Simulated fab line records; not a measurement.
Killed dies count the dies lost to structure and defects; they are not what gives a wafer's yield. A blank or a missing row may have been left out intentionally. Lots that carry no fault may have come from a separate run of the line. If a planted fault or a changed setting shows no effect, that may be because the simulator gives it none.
Struck lot and sound lot, side by side | flow nandHarc | 15 steps out of a route of 1302
Sound: the wafers L830.1, L830.3, L830.4. Struck: wafer L836.2. (L836.1, L836.4 of the same lot were not struck and are left out.) The cause comes at the end.
Per side, at each step with rows, come the tool, then ch with its chambers, and then its first start. Under that, the readings that differ: sound wafers | struck wafers | difference of the means | sigmas: that difference in standard deviations of wafers without a fault.
alike: same words and numbers on both sides, and readings whose means sit less than 2 such deviations apart. not compared: any withheld reading, any reading some wafer has no value for, any bound like >300 that may hide the same value, and any number with overlapping values for which the record gives no deviation.
Wherever a step has rows on one side only, a row that says differs or no value, or a row with sigmas, the two part there. Numbers that don't overlap but have no deviation are shown without sigmas and don't part them. A reading that every wafer of one side lacks parts them only if that side has two wafers or more.

first, 7 steps without rows for these wafers: NHARC_A_CONTACT_COAT_35 (time 65 s); NHARC_A_CONTACT_COAT_36 (resist thk 90 nm); NHARC_A_CONTACT_SOFTBAKE_37 (time 55 s); NHARC_A_CONTACT_EBR_38; NHARC_A_CONTACT_EXPOSE_39 (exposes mask A CC 3); NHARC_A_CONTACT_PEB_40 (peb time 65 s); NHARC_A_CONTACT_DEVELOP_41 (develop time 35 s).
NHARC_A_CONTACT_CD_MEAS_42: the cd target is 300 nm.
  sound on cdSem-01 ch 0, day 25 11:05; struck on cdSem-03 ch 0, day 27 09:29
  alike: cdNm
NHARC_A_CONTACT_OVL_MEAS_43:
  struck on overlay-01, day 27 09:34; sound on overlay-01, day 25 11:10
  alike: overlayXNm, overlayYNm
NHARC_A_CONTACT_INSPECT_44:
  struck on defectInspect-01, day 27 09:36; sound on defectInspect-01, day 25 11:12
  alike: rawDefectCount
NHARC_A_CONTACT_DESCUM_47: chemistry O2, time 3 s.
  sound on rieDiel-13 ch 0,1,2, day 25 11:16; struck on rieDiel-12 ch 2, day 27 09:40
reading             | sound             | struck | difference | sigmas
oesProductAu (a.u.) | 0.995 1.003 0.973 | 1.021  | +0.031     | +3
rfHoursCounterH (h) | 20 22 20          | 0      | -21        | 
  alike: drypumpMotorCurrentA, o2FlowSccm, rfVppV, showerheadPlenumPTorr, throttleValvePct
NHARC_A_CONTACT_ETCH_48: etches the open film in CF4, target depth 39 nm, time 65 s.
  sound on rieDiel-13 ch 0,2,3, day 25 11:22; struck on rieDiel-12 ch 2, day 27 09:46
reading             | sound    | struck | difference | sigmas
rfHoursCounterH (h) | 21 22 20 | 0      | -21        | 
  alike: drypumpMotorCurrentA, oesProductAu, rfVppV, runLengthS, showerheadPlenumPTorr, throttleValvePct
NHARC_A_CONTACT_ETCH_49: etches the open film in N2/H2, target depth 260 nm, time 475.3 s.
  sound on rieDiel-13 ch 1,2,3, day 25 11:29; struck on rieDiel-12 ch 3, day 27 09:50
reading             | sound             | struck | difference | sigmas
rfHoursCounterH (h) | 20 20 21          | 0      | -20        | 
runLengthS (s)      | 496.4 496.8 496.4 | 292.6  | -203.9     | -99 or more
  alike: drypumpMotorCurrentA, oesProductAu, rfVppV, showerheadPlenumPTorr, throttleValvePct
NHARC_A_CONTACT_ETCH_50: etches the open film in CF4/CHF3, target depth 121 nm, time 60.5 s.
  sound: rieDiel-13 ch 0,2,3; struck: rieDiel-12 ch 2
reading             | sound    | struck | difference | sigmas
rfHoursCounterH (h) | 20 21 23 | 0      | -21        | 
  alike: drypumpMotorCurrentA, oesProductAu, rfVppV, runLengthS, showerheadPlenumPTorr, throttleValvePct
-- record jumps: 3 days between struck wafers' starts before vs after; left off in module A_CONTACT, resumes in module END, first step shown is number 1302 of the route --
NHARC_END_SORT_01:
  sound on prober-02 ch 0, day 28 11:25; struck on prober-01 ch 0, day 30 02:54
reading       | sound    | struck | difference | sigmas
killedAtArray | 56 57 46 | 674    | +621       | +34
killedDies    | 62 62 54 | 677    | +618       | +34
killedShort   | 3 4 4    | 0      | -4         | -2
  alike: killedAtOther, killedAtPeriphery, killedOpen

## WHERE THEY PART
Last at NHARC_END_SORT_01 as far as this record goes, first at NHARC_A_CONTACT_DESCUM_47.

WHY: the cause the simulator had injected
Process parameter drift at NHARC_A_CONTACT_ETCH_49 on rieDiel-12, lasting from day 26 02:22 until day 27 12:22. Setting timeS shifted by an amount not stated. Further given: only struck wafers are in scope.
